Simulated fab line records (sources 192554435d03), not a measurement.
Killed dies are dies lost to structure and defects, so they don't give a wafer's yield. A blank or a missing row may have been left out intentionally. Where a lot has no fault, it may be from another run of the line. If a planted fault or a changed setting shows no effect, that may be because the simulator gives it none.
fab line records	flow n5_finfet	part 2 of 2: steps 5 to 6 of 6
record: lots: 23	wafers: 69	last_day: 18
route steps=1938 shown FIN_CUT@163 STI_FIN_REVEAL@184
lots untouched by any fault: they come from a run of this same line in which no faults occurred
start_h: the number of hours between the record's first day and the start of the first shown wafer of the lot	wait_h: hours elapsed since this lot's preceding step	" same as the row above	L1.1+2: several wafers, shown together as one row	- no value, or no start was given	* or withheld: withheld	< > ~ a bound
route shown NAME@n: a module of which the file shows steps, and the number in the route of the first	usual: mean/standard deviation of fault-free wafers	same: alike in all rows	chamber/n: place in a boat	sites: the reading at each site	_std_site: the values' standard deviation	_edge_site: outer sites' mean less inner sites'	radius_mm: how far each site lies from the wafer's centre	mask NAME#n: copy n	behind: the last tool/chamber to shape the wafer	hold: reason for holding the lot/hours on hold/outcome of the hold	device: the transistor (n, p or np) that didn't switch	end of line: the tests these same wafers got at the end of their route	a step with no rows: only its recipe	killed: dies that structure and defects cost at the first sort, which is not the same as the wafer's yield	map: the dies of a wafer, with x for killed, . for not killed, _ for no die there
set.NAME: the setting the step ran with; set.NAME@STEP: the setting that earlier step ran with	model.NAME: the simulator's own value behind a step, which no gauge read
one table for each step of the route and one row for each wafer, over a sample of lots
services: when a tool's chamber went out of use (start_h, in hours from the record's first day, below 0 if earlier), for how many hours, and the reason
== steps ==
step: N5_STI_FIN_REVEAL_ALD_14
recipe: material: Si3N4	target_thk_a: 30	temp_c: 400	ald_precursor_family: SiH2I2	ald_co_reactant: N2/H2-plasma	pressure_torr: 2
usual: heater_power_w: 859/63
lot.wafer	tool	chamber	start_h	wait_h	heater_power_w	since_wet_clean_h
L074.4	ald_sin-01	1	29.28	0.1	852	-
L074.5	"	3	"	"	994	-
L074.6	"	0	"	"	849	-
L075.2	ald_sin-01	1	37.33	0.0	831	227
L075.3	"	3	"	"	971	227
L075.4	"	2	"	"	896	227
L076.2	ald_sin-01	1	41.08	0.0	841	230
L076.3	"	2	"	"	889	230
L076.6	"	3	"	"	998	-
L077.1	ald_sin-01	3	47.99	0.0	979	237
L077.2	"	2	"	"	865	237
L077.4	"	3	"	"	983	-
L078.1	ald_sin-03	1	55.48	0.0	781	153
L078.2	"	2	"	"	725	153
L078.4	"	0	"	"	851	153
L079.1	ald_sin-04	1	59.53	0.0	874	51
L079.4	"	2	"	"	860	51
L079.5	"	1	"	"	862	-
L080.2	ald_sin-03	2	64.31	0.0	744	162
L080.4	"	1	"	"	764	162
L080.5	"	1	"	"	799	-
L081.3	ald_sin-04	2	72.69	0.0	864	65
L081.5	"	2	"	"	870	-
L081.6	"	3	"	"	888	-
L082.2	ald_sin-04	2	78.69	0.0	856	71
L082.3	"	0	"	"	921	71
L082.6	"	2	"	"	817	-
L083.3	ald_sin-03	1	83.94	0.0	787	181
L083.4	"	1	"	"	759	-
L083.5	"	2	"	"	728	-
L084.4	ald_sin-03	2	88.07	0.0	739	185
L084.5	"	0	"	"	872	-
L084.6	"	1	"	"	801	-
L085.3	ald_sin-04	1	94.69	0.0	840	87
L085.5	"	2	"	"	851	-
L085.6	"	3	"	"	910	-
L086.1	ald_sin-01	2	103.85	0.0	886	293
L086.3	"	3	"	"	978	293
L086.5	"	1	"	"	841	-
L087.1	ald_sin-03	0	107.96	0.0	874	205
L087.3	"	2	"	"	732	205
L087.4	"	3	"	"	869	205
L088.2	ald_sin-03	3	111.75	0.0	887	209
L088.3	"	1	"	"	792	209
L088.6	"	3	"	"	872	-
L089.1	ald_sin-03	0	117.54	0.0	842	215
L089.2	"	2	"	"	746	215
L089.4	"	1	"	"	781	215
L091.1	ald_sin-01	2	133.38	0.0	896	323
L091.3	"	0	"	"	857	323
L091.6	"	3	"	"	966	-
L092.3	ald_sin-03	1	142.16	0.1	783	-
L092.4	"	3	"	"	891	-
L092.5	"	3	"	"	855	-
L093.1	ald_sin-03	2	152.96	0.0	749	250
L093.4	"	3	"	"	876	-
L093.6	"	1	"	"	766	-
L094.1	ald_sin-01	2	155.33	0.0	890	345
L094.5	"	1	"	"	833	-
L094.6	"	2	"	"	895	-
L095.3	ald_sin-04	3	156.25	0.0	911	148
L095.4	"	2	"	"	858	148
L095.5	"	3	"	"	925	-
L096.1	ald_sin-01	0	160.47	0.0	879	350
L096.3	"	2	"	"	896	350
L096.6	"	3	"	"	994	-
L097.1	ald_sin-04	2	166.41	0.0	838	158
L097.2	"	3	"	"	890	158
L097.4	"	0	"	"	888	158
step: N5_STI_FIN_REVEAL_STRIP_24
recipe: chemistry: N2/H2	time_s: 90	power_w: 100	temp_c: 40	pressure_mtorr: 100	rf_frequency_hz: 6e+07	bias_power_w: 3	n2_flow_sccm: 300	h2_flow_sccm: 300
usual: drypump_motor_current_A: 5.7/0.48	oes_product_au: 0.79/0.088	rf_vpp_V: 45.5/0.76	showerhead_plenum_p_Torr: 3.47/0.073	temp_c: 40.01/0.12	throttle_valve_pct: 12.14/0.22
lot.wafer	tool	chamber	start_h	wait_h	drypump_motor_current_A	oes_product_au	rf_hours_counter_h	rf_vpp_V	showerhead_plenum_p_Torr	temp_c	throttle_valve_pct
L074.4	rie_diel-04	2	35.00	0.0	5.0	0.70	226	45.7	3.47	40.05	12.70
L074.5	"	2	"	"	5.0	0.70	-	45.5	3.47	40.17	12.70
L074.6	"	1	"	"	5.6	0.81	-	44.1	3.40	39.83	11.87
L075.2	rie_diel-05	1	42.97	0.0	6.1	0.73	149	44.1	3.52	40.06	12.24
L075.3	"	0	"	"	5.6	0.80	114	45.0	3.54	40.00	12.18
L075.4	"	2	"	"	5.9	0.76	164	45.7	3.49	39.97	11.86
L076.2	rie_diel-01	0	46.80	0.0	5.6	0.71	202	44.6	3.46	39.96	12.19
L076.3	"	1	"	"	6.1	0.82	97	45.7	3.55	39.84	12.00
L076.6	"	0	"	"	5.6	0.70	-	45.8	3.46	39.93	12.19
L077.1	rie_diel-01	1	54.20	0.0	6.1	0.81	100	46.0	3.55	40.01	12.03
L077.2	"	0	"	"	5.5	0.70	204	46.1	3.46	39.99	12.20
L077.4	"	2	"	"	5.9	0.71	206	46.6	3.49	40.07	12.18
L078.1	rie_diel-05	0	61.18	0.0	5.5	0.80	120	45.8	3.54	40.06	12.17
L078.2	"	1	"	"	6.1	0.72	155	44.8	3.51	39.80	12.26
L078.4	"	2	"	"	5.9	0.75	169	44.8	3.49	39.88	11.89
L079.1	rie_diel-01	0	65.14	0.0	5.5	0.70	208	43.9	3.46	40.00	12.21
L079.4	"	1	"	"	6.1	0.81	103	45.8	3.55	40.04	12.03
L079.5	"	0	"	"	5.5	0.70	-	44.7	3.46	40.05	12.22
L080.2	rie_diel-01	0	70.03	0.0	5.5	0.70	210	44.0	3.46	40.08	12.20
L080.4	"	1	"	"	6.1	0.80	105	45.4	3.55	39.93	12.03
L080.5	"	0	"	"	5.6	0.70	-	44.5	3.46	40.23	12.21
L081.3	rie_diel-01	0	78.30	0.0	5.5	0.70	212	44.9	3.46	39.98	12.23
L081.5	"	3	"	"	5.8	0.93	-	45.8	3.44	40.11	12.15
L081.6	"	2	"	"	5.9	0.71	-	46.2	3.48	39.91	12.19
L082.2	rie_diel-04	3	84.32	0.0	4.9	0.87	58	46.1	3.28	40.05	12.16
L082.3	"	0	"	"	6.7	0.91	24	45.8	3.56	40.07	11.62
L082.6	"	0	"	"	6.7	0.92	-	45.6	3.56	40.13	11.61
L083.3	rie_diel-04	2	89.71	0.0	5.0	0.69	242	45.5	3.46	39.83	12.75
L083.4	"	1	"	"	5.7	0.81	97	44.8	3.39	39.93	11.91
L083.5	"	1	"	"	5.7	0.80	-	44.5	3.39	39.99	11.91
L084.4	rie_diel-05	1	93.68	0.0	6.1	0.71	168	44.5	3.51	40.01	12.30
L084.5	"	2	"	"	5.9	0.74	-	47.1	3.49	39.93	11.93
L084.6	"	1	"	"	6.1	0.71	-	45.2	3.51	40.03	12.29
L085.3	rie_diel-01	2	100.30	0.0	5.9	0.70	220	44.5	3.48	40.19	12.19
L085.5	"	3	"	"	5.7	0.91	-	44.6	3.44	40.21	12.17
L085.6	"	2	"	"	5.9	0.70	-	45.7	3.48	40.12	12.20
L086.1	rie_diel-04	0	109.55	0.0	6.7	0.89	32	45.7	3.56	39.93	11.66
L086.3	"	1	"	"	5.6	0.80	103	46.0	3.38	40.16	11.93
L086.5	"	2	"	"	5.0	0.69	-	46.2	3.46	40.12	12.76
L087.1	rie_diel-01	2	113.59	0.0	5.9	0.70	223	45.5	3.48	39.98	12.21
L087.3	"	1	"	"	6.0	0.80	118	45.7	3.54	39.98	12.07
L087.4	"	3	"	"	5.8	0.91	20	44.8	3.44	40.00	12.20
L088.2	rie_diel-01	0	117.36	0.0	5.5	0.69	225	45.4	3.45	40.07	12.27
L088.3	"	3	"	"	5.8	0.90	22	45.0	3.44	40.14	12.20
L088.6	"	0	"	"	5.5	0.69	-	44.8	3.45	40.09	12.24
L089.1	rie_diel-05	2	123.94	0.0	5.9	0.74	192	46.3	3.48	40.15	11.95
L089.2	"	1	"	"	6.1	0.70	177	45.4	3.50	40.10	12.31
L089.4	"	3	"	"	6.1	0.73	180	47.0	3.51	40.02	12.32
L091.1	rie_diel-04	0	139.05	0.0	6.7	0.88	39	46.7	3.55	40.09	11.68
L091.3	"	2	"	"	5.0	0.98	3	45.0	3.46	40.01	12.13
L091.6	"	3	"	"	4.9	0.84	-	45.3	3.28	39.97	12.17
L092.3	rie_diel-01	3	147.78	0.0	5.8	0.89	28	45.0	3.43	39.76	12.20
L092.4	"	0	"	"	5.5	0.68	231	44.9	3.45	40.28	12.26
L092.5	"	0	"	"	5.5	0.68	-	45.2	3.44	40.31	12.27
L093.1	rie_diel-01	2	158.58	0.0	5.9	0.69	235	44.5	3.47	40.20	12.23
L093.4	"	3	"	"	5.8	0.90	31	45.0	3.43	40.08	12.24
L093.6	"	0	"	"	5.5	0.69	-	45.6	3.44	39.95	12.26
L094.1	rie_diel-04	0	161.01	0.0	6.7	0.88	48	46.2	3.55	39.96	11.71
L094.5	"	0	"	"	6.7	0.88	-	45.7	3.55	39.79	11.70
L094.6	"	2	"	"	4.9	0.95	-	45.7	3.45	39.96	12.17
L095.3	rie_diel-04	2	161.91	0.0	5.0	0.95	11	46.3	3.45	40.12	12.15
L095.4	"	3	"	"	4.9	0.83	-	45.1	3.27	40.08	12.21
L095.5	"	0	"	"	6.7	0.88	-	44.9	3.55	39.95	11.69
L096.1	rie_diel-01	3	166.24	0.0	5.8	0.88	34	45.0	3.43	40.07	12.23
L096.3	"	2	"	"	5.9	0.69	238	45.7	3.47	40.11	12.26
L096.6	"	1	"	"	6.1	0.78	-	46.2	3.53	40.00	12.09
L097.1	rie_diel-04	1	172.02	0.0	5.7	0.77	119	46.5	3.37	40.01	11.99
L097.2	"	0	"	"	6.7	0.86	55	46.5	3.54	40.14	11.69
L097.4	"	2	"	"	4.9	0.92	17	48.0	3.45	39.88	12.17
== services ==
tool	chamber	start_h	hours	kind
rie_si-05	-	16.24	0.1	repair
rie_diel-03	0	18.17	8.1	repair
rie_diel-03	3	21.06	13.6	repair
ald_sin-01	2	28.03	4.9	repair
rie_diel-03	1	31.36	9.3	repair
ald_sin-03	3	38.16	1.4	repair
rie_si-05	-	44.24	1.3	repair
ald_sin-01	0	45.53	13.5	repair
rie_diel-03	2	51.47	3.0	repair
ald_sin-01	-	60.51	4.3	pm
rie_diel-03	0	60.76	2.5	repair
rie_diel-03	-	70.55	0.5	repair
rie_diel-03	-	75.57	0.7	repair
rie_si-03	3	85.78	4.2	repair
rie_diel-01	2	92.18	1.8	repair
rie_diel-02	-	93.02	4.3	pm
rie_si-03	3	109.96	11.0	repair
rie_diel-04	-	119.05	14.6	pm
rie_diel-01	-	122.14	14.6	pm
rie_si-04	-	124.91	0.7	repair
rie_si-05	1	156.92	9.0	repair
rie_si-04	2	157.94	10.1	repair
rie_diel-04	1	158.29	13.6	repair
ald_sin-01	-	168.65	6.0	pm
